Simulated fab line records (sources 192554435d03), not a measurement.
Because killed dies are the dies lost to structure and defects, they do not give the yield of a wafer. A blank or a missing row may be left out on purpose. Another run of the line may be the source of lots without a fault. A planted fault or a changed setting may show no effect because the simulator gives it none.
One fault seen from 2 desks + flow n5_finfet + only its own numbers are on each desk; what lay behind them is given at the end

== THE METROLOGY DESK ==
Means of the sampled wafers that have a number, per lot and without regard to the tool the lot ran on: this is what the gauges read. If a lot's mean is further than 4 standard deviations from the usual mean, the lot is out of limits and carries the mark OUT (the distance appears in the brackets).
Columns: A = M12_ILD_THK at N5_BEOL_M12_THK_MEAS_01, usual 660 nm
| lot  | first seen here | A              |
|------|-----------------|----------------|
| L444 | day 12 03:37    | 662            |
| L450 | day 13 11:37    | 608 (-7.1) OUT |
| L453 | day 14 18:48    | 597 (-8.6) OUT |
| L456 | day 15 20:17    | 656            |
| L463 | day 17 16:31    | 660            |
| L460 | day 18 06:17    | 652            |
| L462 | day 18 07:00    | 661            |
| L464 | day 18 09:53    | 662            |
| L466 | day 18 11:10    | 665            |
Per this desk, out of limits: L450, L453; the first was L450, day 13 11:37 (M12_ILD_THK at N5_BEOL_M12_THK_MEAS_01). L444, L456, L463, L460, L462, L464, L466 stayed within limits.

== TOOL OWNER'S DESK, pecvd-02 ==
The tool's own readings at N5_BEOL_M12_ILD_DEP_00 (deposits SiOC from DEMS/O2, target thk 658.92 nm, time 130.7 s): means of the sampled wafers that have a number, for each lot that ran on this tool. If a lot's mean is further than 4 standard deviations from the usual mean, the lot is out of limits and carries the mark OUT (the distance appears in the brackets).
Columns: A = heater_power_w at N5_BEOL_M12_ILD_DEP_00, usual 486 W; B = run_length_s at N5_BEOL_M12_ILD_DEP_00, usual 175.7 s; C = showerhead_plenum_p_Torr at N5_BEOL_M12_ILD_DEP_00, usual 5.701 Torr; D = throttle_valve_pct at N5_BEOL_M12_ILD_DEP_00, usual 12.1 %
| lot  | first seen here | A   | B               | C     | D    |
|------|-----------------|-----|-----------------|-------|------|
| L444 | day 12 03:29    | 446 | 176.2           | 5.706 | 12.2 |
| L450 | day 13 11:29    | 391 | 165.1 (-21) OUT | 5.707 | 13.1 |
| L453 | day 14 18:40    | 434 | 165.1 (-21) OUT | 5.701 | 12.4 |
| L460 | day 18 06:10    | 444 | 176.2           | 5.703 | 11.8 |
| L462 | day 18 06:52    | 461 | 175.8           | 5.698 | 12.0 |
| L466 | day 18 11:02    | 497 | 176.2           | 5.704 | 11.8 |
This desk finds L450, L453 out of limits, L450 being first, at day 13 11:29 (run_length_s at N5_BEOL_M12_ILD_DEP_00). L444, L460, L462, L466 stayed within limits.

== TAKEN TOGETHER ==
At day 13 11:29, on L450, L453, the tool owner's desk was in a position to raise an alarm.
On L450, L453, the metrology desk was in a position to raise an alarm at day 13 11:37.
Every lot named ran N5_BEOL_M12_ILD_DEP_00 on pecvd-02.

== WHAT THE SIMULATOR HAD PUT IN ==
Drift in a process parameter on pecvd-02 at N5_BEOL_M12_ILD_DEP_00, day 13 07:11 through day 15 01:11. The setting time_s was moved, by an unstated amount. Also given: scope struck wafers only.
Shown lots that were struck: L450, L453.
Counting hours from when the fault started, the first reading out of limits came at 4 for the tool owner's desk and at 4 for the metrology desk.
